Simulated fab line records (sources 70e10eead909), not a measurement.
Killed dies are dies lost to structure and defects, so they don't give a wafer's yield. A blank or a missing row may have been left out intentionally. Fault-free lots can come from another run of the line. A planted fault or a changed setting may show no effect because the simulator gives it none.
fab line records	flow nandHarc	part 1 of 2: steps 1 to 28 of 38
[record] lots = 5	wafers = 15	lastDay = 30
route steps=1302 shown P_M2@346 P_BONDPAD@351
lots that met no fault: from a run of the same line without faults
startH: hours from the record's opening day to when the first of the lot's shown wafers began	waitH: how many hours have passed since the lot's step before this one	" same as the row above	L1.1+2: a single row standing in for several wafers	- no value, or no start was given	* or withheld: withheld	< > ~ a bound
route shown NAME@n: NAME is a module with steps in the file, n the number in the route of the first one	usual: mean/standard deviation of fault-free wafers	same: alike in all rows	chamber/n: place in a boat	sites: the reading at each site	_std_site: the standard deviation of these	_edge_site: outer sites' mean less inner sites'	radiusMm: for every site, how far away it sits from the centre of the wafer	mask NAME#n: copy n	behind: the most recent tool/chamber to have shaped the wafer	hold: what put the lot on hold/how long, in hours/how the hold closed	device: the n, p or np transistor that did not switch	end of line: tests of these same wafers at the route's end	where a step has no rows: the recipe by itself	killed: not the wafer's yield, but the dies lost to structure and defects at the first sort	map: the dies of a wafer, with x for killed, . for not killed, _ for no die there
set.NAME: the run value of the setting; set.NAME@STEP: its run value at that earlier step	model.NAME: the simulator's own value behind a step, which no gauge read
a table for each step, a row for each wafer; lots at some steps of the route
services: a tool's chamber out of use, with start hour (startH, from the record's first day; less than 0 if before it), hours out, and reason
[[steps]]
[step NHARC_P_M2_SRD_25]
lot.wafer	tool	chamber	startH	waitH
L075.4+5+3	wetBench-08	2,5,7	136.25	0.0
L077.4+3+5	wetBench-10	1,2,5	160.60	0.0
L082.6+4+3	wetBench-10	6,1,3	212.65	0.0
L087.2+3+5	wetBench-10	1,2,4	261.24	0.0
L091.2+5+6	wetBench-10	6,0,1	301.73	0.0
[step NHARC_P_M2_INSPECT_27]
[usual] rawDefectCount = 297/100
lot.wafer	tool	chamber	startH	waitH	rawDefectCount
L075.3	defectInspect-02	-	136.37	0.0	346
L075.4	"	-	"	"	208
L075.5	"	-	"	"	214
L077.3	defectInspect-01	-	160.71	0.0	319
L077.4	"	-	"	"	382
L077.5	"	-	"	"	505
L082.3	defectInspect-02	-	212.76	0.0	286
L082.4	"	-	"	"	407
L082.6	"	-	"	"	300
L087.2	defectInspect-01	-	261.35	0.0	371
L087.3	"	-	"	"	227
L087.5	"	-	"	"	208
L091.2	defectInspect-02	-	301.84	0.0	331
L091.5	"	-	"	"	206
L091.6	"	-	"	"	297
[step NHARC_P_M2_PRE_CLEAN_32]
[recipe] timeS = 12	tempC = 370	rfPowerW = 300	gas = NH3
[usual] heaterPowerOuterW = 367/50	heaterPowerW = 650/69
lot.wafer	tool	chamber	startH	waitH	heaterPowerOuterW	heaterPowerW
L075.3	pecvd-02	0	136.46	0.1	414	722
L075.4	"	1	"	"	349	620
L075.5	"	0	"	"	415	706
L077.3	pecvd-03	1	160.78	0.1	383	685
L077.5	"	2	"	"	375	645
L077.4	"	0	"	"	353	622
L082.3	pecvd-04	1	212.84	0.1	348	632
L082.4	"	0	"	"	461	785
L082.6	"	1	"	"	341	626
L087.2	pecvd-03	1	261.43	0.1	417	709
L087.3	"	2	"	"	344	620
L087.5	"	2	"	"	339	613
L091.2	pecvd-04	0	301.94	0.1	421	788
L091.5	"	2	"	"	286	552
L091.6	"	0	"	"	439	770
[step NHARC_P_M2_DEP_33]
[recipe] targetThkA = 300	tempC = 370	targetThkNm = 30	pressureTorr = 3	flowSccm = 200	rfW = 450	material = SiCN
[usual] heaterPowerOuterW = 326/46	heaterPowerW = 593/63
lot.wafer	tool	chamber	startH	waitH	heaterPowerOuterW	heaterPowerW
L075.3	pecvd-02	0	136.60	0.1	295	560
L075.4	"	1	"	"	357	628
L075.5	"	0	"	"	299	544
L077.3	pecvd-03	1	160.85	0.1	328	604
L077.5	"	2	"	"	323	576
L077.4	"	0	"	"	320	553
L082.3	pecvd-04	1	212.95	0.1	263	522
L082.4	"	0	"	"	409	722
L082.6	"	1	"	"	262	511
L087.2	pecvd-03	1	261.54	0.1	378	654
L087.3	"	2	"	"	379	644
L087.5	"	2	"	"	381	660
L091.2	pecvd-04	0	302.08	0.1	390	698
L091.5	"	2	"	"	286	548
L091.6	"	0	"	"	398	698
[step NHARC_P_BONDPAD_DEP_00]
[recipe] targetThkA = 2500	tempC = 370	targetThkNm = 250	pressureTorr = 3	flowSccm = 200	rfW = 450	material = SiCN
[usual] heaterPowerOuterW = 327/50	heaterPowerW = 592/69
lot.wafer	tool	chamber	startH	waitH	heaterPowerOuterW	heaterPowerW
L075.3	pecvd-04	1	136.93	-	344	619
L075.5	"	1	"	"	342	628
L075.4	"	0	"	"	427	730
L077.3	pecvd-02	0	161.36	-	374	684
L077.5	"	2	"	"	232	475
L077.4	"	0	"	"	384	675
L082.3	pecvd-03	1	213.32	-	370	639
L082.4	"	2	"	"	363	621
L082.6	"	0	"	"	321	552
L087.3	pecvd-03	2	-	-	350	610
L087.2	"	0	"	"	302	549
L087.5	"	1	"	"	336	609
L091.2	pecvd-04	1	-	-	300	583
L091.5	"	1	"	"	323	595
L091.6	"	2	"	"	286	537
[step NHARC_P_BONDPAD_CMP_32]
[recipe] targetThkNm = 200	material = SiCN
[usual] motorCurrentA = 11.8/1.7
lot.wafer	tool	chamber	startH	waitH	motorCurrentA
L075.4	cmp-04	0	137.33	-	8.1
L075.3	"	1	"	"	12.1
L075.5	"	0	"	"	8.2
L077.4	cmp-04	1	161.70	-	12.1
L077.3	"	3	"	"	12.7
L077.5	"	0	"	"	8.2
L082.3	cmp-04	1	213.73	-	12.6
L082.4	"	3	"	"	13.0
L082.6	"	1	"	"	12.1
L087.3	cmp-02	1	262.35	-	11.8
L087.2	"	2	"	"	11.8
L087.5	"	3	"	"	13.7
L091.2	cmp-03	0	302.84	-	15.0
L091.5	"	2	"	"	9.5
L091.6	"	3	"	"	13.8
[step NHARC_P_BONDPAD_THK_MEAS_33]
[recipe] thkMeasGauge = ellipsometry
[usual] thkNm = 200.5/1.5
lot.wafer	tool	chamber	startH	waitH	thkNm
L075.3	filmMetro-01	-	137.58	0.2	201.5
L075.4	"	-	"	"	199.5
L075.5	"	-	"	"	199.5
L077.3	filmMetro-01	-	161.93	0.2	199.4
L077.4	"	-	"	"	200.4
L077.5	"	-	"	"	199.2
L082.3	filmMetro-02	-	213.99	0.2	201.8
L082.4	"	-	"	"	198.6
L082.6	"	-	"	"	203.0
L087.2	filmMetro-02	-	262.55	0.2	201.2
L087.3	"	-	"	"	201.2
L087.5	"	-	"	"	200.1
L091.2	filmMetro-01	-	303.04	0.2	201.4
L091.5	"	-	"	"	198.6
L091.6	"	-	"	"	201.3
[step NHARC_P_BONDPAD_SRD_34]
lot.wafer	tool	chamber	startH	waitH
L075.3+4+5	wetBench-08	4,5,6	137.62	0.0
L077.5+4+3	wetBench-10	3,7,0	161.97	0.0
L082.6+4+3	wetBench-10	2,4,6	214.03	0.0
L087.5+2+3	wetBench-08	1,2,3	262.59	0.0
L091.5+2+6	wetBench-08	2,4,7	303.08	0.0
[step NHARC_P_BONDPAD_DEHYDRATE_01]
[recipe] tempC = 150	timeS = 120
lot.wafer	tool	chamber	startH	waitH
L075.3+4+5	lithoTrack-07	0	137.70	0.1
L077.3+4+5	lithoTrack-02	0	162.06	0.1
L082.3+4+6	lithoTrack-02	0	214.11	0.1
L087.2+3+5	lithoTrack-02	0	262.67	0.1
L091.2+5+6	lithoTrack-02	0	303.17	0.1
[step NHARC_P_BONDPAD_HMDS_02]
[recipe] timeS = 30
lot.wafer	tool	chamber	startH	waitH
L075.3+4+5	lithoTrack-07	0	-	-
L077.3+4+5	lithoTrack-02	0	-	-
L082.3+4+6	lithoTrack-02	0	-	-
L087.2+3+5	lithoTrack-02	0	-	-
L091.2+5+6	lithoTrack-02	0	-	-
[step NHARC_P_BONDPAD_COAT_36]
[recipe] tempC = 200	timeS = 65
lot.wafer	tool	chamber	startH	waitH
L075.3+4+5	lithoTrack-07	0	-	-
L077.3+4+5	lithoTrack-02	0	-	-
L082.3+4+6	lithoTrack-02	0	-	-
L087.2+3+5	lithoTrack-02	0	-	-
L091.2+5+6	lithoTrack-02	0	-	-
[step NHARC_P_BONDPAD_COAT_03]
[recipe] spinRpm = 2000	resistThkNm = 600
lot.wafer	tool	chamber	startH	waitH
L075.3+4+5	lithoTrack-07	0	-	-
L077.3+4+5	lithoTrack-02	0	-	-
L082.3+4+6	lithoTrack-02	0	-	-
L087.2+3+5	lithoTrack-02	0	-	-
L091.2+5+6	lithoTrack-02	0	-	-
[step NHARC_P_BONDPAD_SOFTBAKE_04]
[recipe] tempC = 125	timeS = 70
lot.wafer	tool	chamber	startH	waitH
L075.3+4+5	lithoTrack-07	0	-	-
L077.3+4+5	lithoTrack-02	0	-	-
L082.3+4+6	lithoTrack-02	0	-	-
L087.2+3+5	lithoTrack-02	0	-	-
L091.2+5+6	lithoTrack-02	0	-	-
[step NHARC_P_BONDPAD_EBR_05]
lot.wafer	tool	chamber	startH	waitH
L075.3+4+5	lithoTrack-07	0	-	-
L077.3+4+5	lithoTrack-02	0	-	-
L082.3+4+6	lithoTrack-02	0	-	-
L087.2+3+5	lithoTrack-02	0	-	-
L091.2+5+6	lithoTrack-02	0	-	-
[step NHARC_P_BONDPAD_EXPOSE_06]
[recipe] na = 0.55	doseMj = 37.06	maskId = P_BPAD
lot.wafer	tool	chamber	startH	waitH	mask
L075.3+4+5	krfScanner-02	0	138.00	-	P_BPAD#0
L077.3+4+5	krfScanner-04	0	162.36	-	P_BPAD#0
L082.3+4+6	krfScanner-02	0	214.41	-	P_BPAD#0
L087.2+3+5	krfScanner-02	0	262.84	-	P_BPAD#0
L091.2+5+6	krfScanner-04	0	303.47	-	P_BPAD#0
[step NHARC_P_BONDPAD_PEB_07]
[recipe] pebTempC = 128	pebTimeS = 80
lot.wafer	tool	chamber	startH	waitH
L075.3+4+5	lithoTrack-02	0	138.06	0.1
L077.3+4+5	lithoTrack-02	0	162.41	0.1
L082.3+4+6	lithoTrack-07	0	214.47	0.1
L087.2+3+5	lithoTrack-05	0	262.90	0.1
L091.2+5+6	lithoTrack-07	0	303.53	0.1
[step NHARC_P_BONDPAD_DEVELOP_08]
[recipe] timeS = 50	devTempC = 22
lot.wafer	tool	chamber	startH	waitH
L075.3+4+5	lithoTrack-02	0	-	-
L077.3+4+5	lithoTrack-02	0	-	-
L082.3+4+6	lithoTrack-07	0	-	-
L087.2+3+5	lithoTrack-05	0	-	-
L091.2+5+6	lithoTrack-07	0	-	-
[step NHARC_P_BONDPAD_CD_MEAS_09]
[recipe] targetCdNm = 500	landingEnergyEv = 500
[usual] cdNm = 501.1/2.8
lot.wafer	tool	chamber	startH	waitH	cdNm
L075.3	cdSem-01	0	138.15	-	498.2
L075.4	"	0	"	"	501.6
L075.5	"	0	"	"	498.2
L077.3	cdSem-02	0	162.50	-	503.2
L077.4	"	0	"	"	499.5
L077.5	"	0	"	"	503.8
L082.3	cdSem-03	0	214.56	-	496.2
L082.4	"	0	"	"	501.5
L082.6	"	0	"	"	500.7
L087.2	cdSem-03	0	262.99	-	497.5
L087.3	"	0	"	"	507.6
L087.5	"	0	"	"	507.1
L091.2	cdSem-03	0	303.62	-	499.2
L091.5	"	0	"	"	495.2
L091.6	"	0	"	"	500.4
[step NHARC_P_BONDPAD_OVL_MEAS_38]
[usual] overlayXNm = 2/5.7	overlayYNm = 0/5.5
lot.wafer	tool	chamber	startH	waitH	overlayXNm	overlayYNm
L075.3	overlay-02	-	138.23	-	2	-3
L075.4	"	-	"	"	2	-2
L075.5	"	-	"	"	2	-3
L077.3	overlay-02	-	162.58	-	-1	-3
L077.4	"	-	"	"	-1	-2
L077.5	"	-	"	"	-2	-3
L082.3	overlay-01	-	214.64	-	10	5
L082.4	"	-	"	"	10	5
L082.6	"	-	"	"	10	6
L087.2	overlay-01	-	263.09	-	14	-6
L087.3	"	-	"	"	14	-6
L087.5	"	-	"	"	14	-6
L091.2	overlay-02	-	303.71	-	1	-5
L091.5	"	-	"	"	1	-5
L091.6	"	-	"	"	1	-5
[step NHARC_P_BONDPAD_HARDBAKE_10]
[recipe] tempC = 118	timeS = 65
lot.wafer	tool	chamber	startH	waitH
L075.3+4+5	lithoTrack-07	0	138.28	0.1
L077.3+4+5	lithoTrack-07	0	162.64	0.1
L082.3+4+6	lithoTrack-02	0	214.69	0.1
L087.2+3+5	lithoTrack-05	0	263.13	0.0
L091.2+5+6	lithoTrack-07	0	303.75	0.0
[step NHARC_P_BONDPAD_DESCUM_11]
[recipe] timeS = 3	o2FlowSccm = 200	arFlowSccm = 0	biasPowerW = 0	chemistry = O2
[usual] drypumpMotorCurrentA = 5.9/0.51	oesProductAu = 1.003/0.012	rfVppV = 57.7/0.89	showerheadPlenumPTorr = 1.89/0.1	throttleValvePct = 11.311/0.0092
lot.wafer	tool	chamber	startH	waitH	drypumpMotorCurrentA	oesProductAu	rfHoursCounterH	rfVppV	showerheadPlenumPTorr	throttleValvePct
L075.4	rieDiel-13	2	138.36	-	6.1	1.010	3.5	56.6	1.93	11.306
L075.3	"	0	"	"	5.8	0.997	2.6	57.5	1.90	11.305
L075.5	"	2	"	"	6.1	1.008	-	58.8	1.93	11.316
L077.3	rieDiel-13	3	162.72	-	6.5	0.987	4.0	56.8	1.79	11.310
L077.4	"	0	"	"	5.8	0.995	3.2	57.9	1.90	11.296
L077.5	"	2	"	"	6.1	1.001	-	57.0	1.93	11.306
L082.3	rieDiel-07	1	214.77	-	4.8	1.012	4.0	57.2	1.80	11.313
L082.6	"	0	"	"	5.9	0.995	-	57.4	1.78	11.329
L082.4	"	3	"	"	6.1	0.997	-	57.5	2.03	11.301
L087.3	rieDiel-08	1	263.22	-	5.5	0.982	2.0	57.5	1.83	11.316
L087.2	"	2	"	"	5.4	0.989	2.3	58.7	2.06	11.321
L087.5	"	0	"	"	5.1	1.003	-	57.7	1.86	11.336
L091.2	rieDiel-13	2	303.86	-	6.1	1.004	3.1	58.5	1.93	11.331
L091.5	"	3	"	"	6.4	0.972	-	58.3	1.79	11.313
L091.6	"	0	"	"	5.7	0.995	-	55.0	1.90	11.313
[step NHARC_P_BONDPAD_ETCH_37]
[recipe] targetDepthA = 600	overetchA = 180	timeS = 65.91	ionEnergyEv = 200	n2FlowSccm = 150	h2FlowSccm = 150	arFlowSccm = 0	rfW = 400	biasW = 150	chemistry = N2/H2
[usual] drypumpMotorCurrentA = 5.9/0.51	oesProductAu = 1.002/0.011	rfVppV = 430/3.1	showerheadPlenumPTorr = 2.02/0.11	throttleValvePct = 14.171/0.0094
lot.wafer	tool	chamber	startH	waitH	drypumpMotorCurrentA	oesProductAu	rfHoursCounterH	rfVppV	showerheadPlenumPTorr	throttleValvePct
L075.3	rieDiel-13	1	138.45	0.1	6.4	1.004	3.5	428	1.96	14.173
L075.4	"	3	"	"	6.4	0.976	3.4	427	1.90	14.159
L075.5	"	0	"	"	5.8	1.005	-	429	2.03	14.170
L077.4	rieDiel-13	0	162.79	0.1	5.8	0.986	3.2	430	2.03	14.176
L077.3	"	2	"	"	6.1	1.008	4.1	432	2.06	14.181
L077.5	"	1	"	"	6.3	0.981	-	429	1.96	14.165
L082.3	rieDiel-07	3	214.86	0.1	6.1	1.001	4.0	435	2.17	14.196
L082.6	"	3	"	"	6.1	1.017	-	434	2.17	14.173
L082.4	"	0	"	"	6.0	1.010	-	426	1.89	14.168
L087.3	rieDiel-08	1	263.30	0.1	5.5	1.003	2.0	429	1.95	14.159
L087.2	"	2	"	"	5.5	1.008	2.3	436	2.20	14.181
L087.5	"	0	"	"	5.1	1.026	-	430	1.98	14.176
L091.2	rieDiel-13	0	303.93	0.1	5.8	1.007	3.4	431	2.03	14.170
L091.5	"	2	"	"	6.1	1.015	-	432	2.06	14.162
L091.6	"	3	"	"	6.5	0.993	-	427	1.90	14.159
[step NHARC_P_BONDPAD_ETCH_12]
[recipe] targetDepthA = 2000	timeS = 100	chf3FlowSccm = 50	o2FlowSccm = 10	arFlowSccm = 200	rfW = 500	biasW = 200	chemistry = CHF3/O2
[usual] drypumpMotorCurrentA = 5.8/0.51	oesProductAu = 0.943/0.023	rfVppV = 369.9/2.8	showerheadPlenumPTorr = 2.37/0.12	throttleValvePct = 20.572/0.0096
lot.wafer	tool	chamber	startH	waitH	drypumpMotorCurrentA	oesProductAu	rfHoursCounterH	rfVppV	showerheadPlenumPTorr	throttleValvePct
L075.4	rieDiel-13	2	-	-	6.1	0.968	3.6	370.9	2.42	20.576
L075.3	"	1	"	"	6.3	0.963	3.5	368.4	2.31	20.575
L075.5	"	2	"	"	6.1	0.963	-	371.1	2.42	20.570
L077.3	rieDiel-13	0	-	-	5.8	0.914	3.2	370.4	2.39	20.568
L077.4	"	2	"	"	6.2	0.918	4.1	370.0	2.42	20.554
L077.5	"	0	"	"	5.8	0.919	-	370.5	2.39	20.589
L082.3	rieDiel-07	1	-	-	4.8	0.930	4.0	367.9	2.27	20.570
L082.6	"	3	"	"	6.1	0.926	-	372.9	2.54	20.590
L082.4	"	0	"	"	6.0	0.922	-	367.2	2.24	20.576
L087.2	rieDiel-08	3	-	-	5.8	0.913	3.7	371.9	2.46	20.582
L087.3	"	1	"	"	5.5	0.911	2.1	367.8	2.30	20.584
L087.5	"	3	"	"	5.7	0.915	-	370.3	2.46	20.569
L091.2	rieDiel-13	2	-	-	6.1	0.990	3.1	371.1	2.42	20.571
L091.5	"	1	"	"	6.3	0.973	-	368.8	2.31	20.574
L091.6	"	2	"	"	6.1	0.976	-	370.4	2.42	20.578
[step NHARC_P_BONDPAD_CD_MEAS_13]
[usual] cdNm = 501/3.1
lot.wafer	tool	chamber	startH	waitH	cdNm
L075.3	cdSem-02	-	138.67	-	496
L075.4	"	-	"	"	501
L075.5	"	-	"	"	497
L077.3	cdSem-02	-	163.03	-	505
L077.4	"	-	"	"	499
L077.5	"	-	"	"	503
L082.3	cdSem-03	-	215.13	-	494
L082.4	"	-	"	"	503
L082.6	"	-	"	"	499
L087.2	cdSem-02	-	263.52	-	495
L087.3	"	-	"	"	506
L087.5	"	-	"	"	506
L091.2	cdSem-03	-	304.15	-	500
L091.5	"	-	"	"	495
L091.6	"	-	"	"	501
[step NHARC_P_BONDPAD_STRIP_15]
[recipe] o2FlowSccm = 500	arFlowSccm = 0	biasW = 0	chemistry = O2
[usual] drypumpMotorCurrentA = 5.8/0.48	oesProductAu = 1.003/0.012	rfVppV = 57.7/0.94	showerheadPlenumPTorr = 3.50/0.16	throttleValvePct = 17.035/0.0087
lot.wafer	tool	chamber	startH	waitH	drypumpMotorCurrentA	oesProductAu	rfHoursCounterH	rfVppV	showerheadPlenumPTorr	throttleValvePct
L075.4	rieDiel-08	1	138.74	0.1	5.5	1.022	7.2	56.6	3.38	17.017
L075.3	"	0	"	"	5.1	0.998	7.5	58.2	3.44	17.041
L075.5	"	2	"	"	5.4	1.007	-	58.8	3.78	17.023
L077.3	rieDiel-07	3	163.10	0.1	6.1	1.004	2.2	57.1	3.73	17.034
L077.4	"	3	"	"	6.1	1.013	-	57.3	3.73	17.051
L077.5	"	0	"	"	6.0	1.018	-	57.0	3.30	17.039
L082.3	rieDiel-08	3	215.26	0.1	5.8	0.996	-	58.3	3.61	17.032
L082.4	"	0	"	"	5.1	1.007	-	57.2	3.44	17.037
L082.6	"	3	"	"	5.8	0.999	-	57.8	3.61	17.035
L087.3	rieDiel-07	3	263.60	0.1	6.1	1.022	8.0	58.0	3.73	17.021
L087.2	"	0	"	"	6.0	1.019	7.5	56.7	3.30	17.048
L087.5	"	0	"	"	5.9	1.014	-	55.2	3.30	17.029
L091.2	rieDiel-13	2	304.24	0.1	6.1	1.015	3.2	58.0	3.56	17.037
L091.6	"	1	"	"	6.3	0.991	-	57.8	3.40	17.029
L091.5	"	2	"	"	6.1	1.015	-	58.3	3.56	17.032
[step NHARC_P_BONDPAD_ETCH_24]
[recipe] targetDepthA = 300	overEtchFrac = 0.3	timeS = 72.99	ionEnergyEv = 150	cf4FlowSccm = 50	n2FlowSccm = 100	arFlowSccm = 150	rfW = 300	biasW = 100	chemistry = CF4/N2
[usual] drypumpMotorCurrentA = 5.8/0.5	oesProductAu = 1.002/0.012	rfVppV = 313.7/2.2	showerheadPlenumPTorr = 2.60/0.12	throttleValvePct = 19.794/0.0086
lot.wafer	tool	chamber	startH	waitH	drypumpMotorCurrentA	oesProductAu	rfHoursCounterH	rfVppV	showerheadPlenumPTorr	throttleValvePct
L075.3	rieDiel-08	1	-	-	5.5	1.029	7.2	311.6	2.52	19.805
L075.4	"	3	"	"	5.8	1.004	7.5	316.0	2.69	19.791
L075.5	"	0	"	"	5.1	0.995	-	313.8	2.56	19.785
L077.3	rieDiel-07	1	163.28	0.2	4.8	1.023	2.2	312.9	2.48	19.806
L077.5	"	3	"	"	6.1	0.997	-	315.6	2.78	19.804
L077.4	"	0	"	"	5.9	1.009	-	310.8	2.45	19.800
L082.3	rieDiel-08	0	215.47	0.2	5.1	1.000	-	313.5	2.56	19.787
L082.4	"	3	"	"	5.8	0.993	-	316.2	2.69	19.805
L082.6	"	3	"	"	5.8	0.982	-	315.1	2.69	19.779
L087.3	rieDiel-07	2	-	-	6.2	1.014	3.6	316.8	2.79	19.783
L087.2	"	3	"	"	6.1	1.019	8.0	317.0	2.78	19.784
L087.5	"	0	"	"	6.0	1.011	-	311.3	2.45	19.792
L091.2	rieDiel-13	0	-	-	5.7	1.021	3.5	312.3	2.61	19.792
L091.6	"	3	"	"	6.5	1.002	-	311.8	2.46	19.790
L091.5	"	0	"	"	5.8	1.019	-	313.2	2.61	19.784
[step NHARC_P_BONDPAD_STRIP_16]
[recipe] timeS = 600	tempC = 30	chemistry = postEtchResidueRemover
lot.wafer	tool	chamber	startH	waitH
L075.4+5+3	wetBench-08	5,1,2	139.02	-
L077.3+4+5	wetBench-10	2,4,6	163.43	-
L082.6+4+3	wetBench-10	2,5,7	215.61	0.1
L087.5+3+2	wetBench-08	1,3,4	263.89	-
L091.5+6+2	wetBench-10	1,3,6	304.50	-
[step NHARC_P_BONDPAD_DEGAS_25]
[recipe] tempC = 300	timeS = 60
[usual] heaterPowerW = 477/41
lot.wafer	tool	chamber	startH	waitH	heaterPowerW
L075.4	pvdSputter-01	-	139.30	-	534
L075.3	"	-	"	"	497
L075.5	"	-	"	"	477
L077.4	pvdSputter-02	-	163.69	-	433
L077.3	"	-	"	"	449
L077.5	"	-	"	"	429
L082.4	pvdSputter-03	-	215.88	-	412
L082.3	"	-	"	"	410
L082.6	"	-	"	"	414
L087.3	pvdSputter-01	-	264.14	-	480
L087.2	"	-	"	"	486
L087.5	"	-	"	"	523
L091.2	pvdSputter-01	-	304.79	-	473
L091.5	"	-	"	"	540
L091.6	"	-	"	"	473
